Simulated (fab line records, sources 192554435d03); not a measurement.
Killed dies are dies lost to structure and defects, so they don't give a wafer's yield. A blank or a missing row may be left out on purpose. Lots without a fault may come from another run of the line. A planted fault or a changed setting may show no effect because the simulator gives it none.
Chamber matching | flow n5_finfet | N5_MOL_CONTACT_COAG_STRIP_72 on rie_diel-01: 4 sister chambers
The step strips in N2/H2. 4 wafers are shown with their chamber, then 7 later ones without.

WAFERS WITH THEIR CHAMBER
wafer  | chamber | drypump_motor_current_A (A)
L083.5 | 2       | 6.3
L084.6 | 3       | 4.9
L093.3 | 0       | 4.9
L093.5 | 1       | 4.7

WAFERS WITHOUT THEIR CHAMBER
wafer  | drypump_motor_current_A (A)
L093.6 | 4.9
L094.1 | 4.7
L094.3 | 4.8
L094.5 | 4.9
L095.3 | 6.3
L095.4 | 4.9
L095.5 | 4.9

WHICH CHAMBER EACH WENT THROUGH
wafer  | from the rows above          | in truth
L093.6 | can't be placed: 0 or 3      | 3
L094.1 | 1                            | 1
L094.3 | can't be placed: 1 or 0 or 3 | 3
L094.5 | can't be placed: 0 or 3      | 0
L095.3 | 2                            | 2
L095.4 | can't be placed: 0 or 3      | 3
L095.5 | can't be placed: 0 or 3      | 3
Placed correctly: 2 of 7. Can't be placed from these rows: 5 (the true chamber is among the candidates in 5). Placed wrongly: 0.
How it was worked out, from the rows above alone: a wafer's distance from a chamber is the root of the sum, over the readings, of the square of ((its reading less the chamber's mean) divided by the reading's scatter). The wafer belongs to the nearest chamber; if the next one is less than 2 further off, it can't be placed. A chamber's mean is the mean of its shown wafers. The scatter: with one shown wafer a chamber, the root of the mean of the squares of how far each hidden wafer lies from its nearest shown one.
